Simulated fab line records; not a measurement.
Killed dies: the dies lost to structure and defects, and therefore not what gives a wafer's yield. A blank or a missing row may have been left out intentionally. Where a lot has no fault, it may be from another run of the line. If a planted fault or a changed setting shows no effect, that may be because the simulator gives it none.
Which tool did it? -- flow nand_harc -- Sampling: 13 lots, 39 wafers, 6 of 1302 route steps

## WHAT THE GAUGES SHOWED, per wafer
NHARC_P_GATE_CD_MEAS_26: the cd target is 120 nm. Usual: cd_nm at 120.0 nm, with a standard deviation of 0.61.
lot,measured,on,cd_nm (nm),flag
L563,day 5 03:49,cd_sem-02,120.3 120.0 119.8,
L564,day 5 03:58,cd_sem-02,120.0 120.2 120.1,
L565,day 5 16:27,cd_sem-03,119.1 118.7 120.2,
L566,day 6 05:41,cd_sem-01,120.9 119.7 120.1,
L573,day 9 09:53,cd_sem-03,120.4 119.9 120.1,
L575,day 9 20:44,cd_sem-01,119.2 119.4 118.7,
L576,day 10 10:42,cd_sem-03,120.4 120.6 120.1,
L577,day 11 04:45,cd_sem-03,119.8 119.6 120.2,
L578,day 11 05:15,cd_sem-01,119.5 119.5 119.3,
L580,day 12 07:49,cd_sem-01,121.5 119.8 119.6,
L581,day 12 08:07,cd_sem-03,120.1 120.0 120.3,
L585,day 14 07:44,cd_sem-01,119.8 120.6 121.3,
L586,day 14 12:23,cd_sem-01,120.1 120.2 119.4,

NHARC_P_GATE_INSPECT_28. Usual: raw_defect_count at 7, with a standard deviation of 3.4.
lot,measured,on,raw_defect_count,flag
L563,day 5 03:56,defect_inspect-02,7 9 1,
L564,day 5 04:06,defect_inspect-02,7 4 11,
L565,day 5 16:34,defect_inspect-01,6 8 6,
L566,day 6 05:49,defect_inspect-02,8 4 8,
L573,day 9 10:01,defect_inspect-02,14 20 9,
L575,day 9 20:51,defect_inspect-02,7 11 7,
L576,day 10 10:50,defect_inspect-02,9 10 4,
L577,day 11 04:53,defect_inspect-01,6 6 6,
L578,day 11 05:22,defect_inspect-01,8 8 6,
L580,day 12 07:56,defect_inspect-02,4 13 6,
L581,day 12 08:14,defect_inspect-02,7 11 10,
L585,day 14 07:52,defect_inspect-01,6 11 8,
L586,day 14 12:31,defect_inspect-01,2 4 5,

NHARC_P_GATE_CD_MEAS_59: the cd target is 720 nm. Usual: cd_nm at 719.1 nm, with a standard deviation of 1.6.
lot,measured,on,cd_nm (nm),flag
L563,day 5 17:38,cd_sem-01,719.6 720.2 717.2,
L564,day 5 17:48,cd_sem-03,720.2 717.1 717.6,
L565,day 6 06:01,cd_sem-02,- - -,OFF
L566,day 6 19:16,cd_sem-01,718.6 720.5 723.5,
L573,day 9 23:31,cd_sem-02,718.9 718.4 721.2,
L575,day 10 10:23,cd_sem-02,719.8 719.2 718.9,
L576,day 11 00:25,cd_sem-03,718.4 721.7 717.4,
L577,day 11 18:43,cd_sem-03,717.1 718.5 716.1,
L578,day 11 19:05,cd_sem-03,717.7 720.5 719.2,
L580,day 12 21:31,cd_sem-02,718.4 720.9 720.4,
L581,day 12 21:50,cd_sem-01,721.2 718.1 719.8,
L585,day 14 21:25,cd_sem-02,719.7 717.1 720.4,
L586,day 15 02:07,cd_sem-02,721.5 721.6 720.2,

NHARC_END_SORT_01. Usual: killed_at_array 57, standard deviation 19; killed_at_other 0.9, standard deviation 1.1; killed_at_periphery 4.0, standard deviation 2.6; killed_dies 62, standard deviation 19; killed_open 3.3, standard deviation 1.8; killed_short 2.4, standard deviation 1.7.
lot,measured,on,killed_at_array,killed_at_other,killed_at_periphery,killed_dies,killed_open,killed_short,flag
L565,day 25 13:27,prober-01,63 49 54,0 1 0,614 627 623,677 677 677,2 1 3,3 4 1,OFF

## EACH LOT AND THE TOOL THAT RAN IT (in order: tool; ch and the chambers of the sampled wafers; start)
lot,NHARC_P_GATE_ALD_36,NHARC_P_GATE_EXPOSE_56
L563,"ald_sin-04 ch 2,3, day 5 05:15","krf_scanner-02 ch 0, day 5 17:29"
L564,"ald_sin-01 ch 2,3, day 5 05:25","krf_scanner-04 ch 0, day 5 17:39"
L565,"ald_sin-03 ch 1,3, day 5 17:55","krf_scanner-04 ch 0, day 6 05:52"
L566,"ald_sin-04 ch 1,2, day 6 08:11","krf_scanner-04 ch 0, day 6 19:07"
L573,"ald_sin-01 ch 0,1, day 9 11:22","krf_scanner-02 ch 0, day 9 23:22"
L575,"ald_sin-03 ch 0,1,2, day 9 23:14","krf_scanner-01 ch 0, day 10 10:14"
L576,"ald_sin-01 ch 1,2, day 10 12:08","krf_scanner-02 ch 0, day 11 00:16"
L577,"ald_sin-04 ch 0,2, day 11 06:11","krf_scanner-01 ch 0, day 11 18:34"
L578,"ald_sin-03 ch 0,2,3, day 11 08:47","krf_scanner-02 ch 0, day 11 18:56"
L580,"ald_sin-04 ch 0,1,3, day 12 09:18","krf_scanner-04 ch 0, day 12 21:22"
L581,"ald_sin-03 ch 0,1,3, day 12 09:35","krf_scanner-01 ch 0, day 12 21:41"
L585,"ald_sin-01 ch 0,2,3, day 14 11:22","krf_scanner-02 ch 0, day 14 21:16"
L586,"ald_sin-04 ch 1,2,3, day 14 15:56","krf_scanner-02 ch 0, day 15 01:58"
- NHARC_P_GATE_ALD_36: deposits SiNx, target thk 20 nm, pulse time 60 s, ald cycles 223.
- NHARC_P_GATE_EXPOSE_56: exposes mask P PSD, target cd 720 nm.

## WHAT THE TOOLS THEMSELVES READ (means of the sampled wafers that have a number; where no wafer has one, the mark that the record gives instead)
NHARC_P_GATE_ALD_36. Usual: heater_power_w 849 W, standard deviation 44; precursor_pulse_height_rel 1.000, standard deviation 0.02.
lot,tool,heater_power_w (W),precursor_pulse_height_rel,flag
L563,ald_sin-04,825,1.005,
L564,ald_sin-01,894,1.000,
L565,ald_sin-03,872,0.999,
L566,ald_sin-04,784,1.011,
L573,ald_sin-01,856,1.001,
L575,ald_sin-03,850,0.998,
L576,ald_sin-01,890,0.994,
L577,ald_sin-04,832,1.002,
L578,ald_sin-03,846,1.020,
L580,ald_sin-04,805,0.987,
L581,ald_sin-03,864,0.998,
L585,ald_sin-01,902,0.988,
L586,ald_sin-04,802,1.013,

NHARC_P_GATE_EXPOSE_56. Usual: focus_offset_nm at 0.0 nm, with a standard deviation of 0.47.
lot,tool,focus_offset_nm (nm),flag
L563,krf_scanner-02,-0.0,
L564,krf_scanner-04,0.4,
L565,krf_scanner-04,-0.4,
L566,krf_scanner-04,-0.2,
L573,krf_scanner-02,0.8,
L575,krf_scanner-01,0.3,
L576,krf_scanner-02,0.3,
L577,krf_scanner-01,0.4,
L578,krf_scanner-02,0.4,
L580,krf_scanner-04,-0.3,
L581,krf_scanner-01,-0.3,
L585,krf_scanner-02,0.3,
L586,krf_scanner-02,-0.1,

## THE ANSWER, worked out from the rows above alone
Rule: a lot counts as off when the mean over its wafers that have a number is more than 3 standard deviations away from the usual mean. A lot without any number at a reading at which 4 lots or more have one is off too. The other lots that the step has rows for count as sound. First the gauges in route order, then the tools' own readings, where a lot's mean is used as printed above. At the first step where some lot is off, the reading lying furthest off is the one used; lots without a number count as furthest.
Off: L565 (NHARC_P_GATE_CD_MEAS_59, cd_nm). Without a number there: L565.
If a tool, at a process step before that reading, ran all the lots that are off and no sound lot after the first of them, it fits. The gauges at NHARC_P_GATE_CD_MEAS_59 aren't tried: what is off there is off at NHARC_END_SORT_01 too, on other tools, and a gauge's error can't cause that. None of those tried fits.

## WHAT WAS PUT IN BY THE SIMULATOR
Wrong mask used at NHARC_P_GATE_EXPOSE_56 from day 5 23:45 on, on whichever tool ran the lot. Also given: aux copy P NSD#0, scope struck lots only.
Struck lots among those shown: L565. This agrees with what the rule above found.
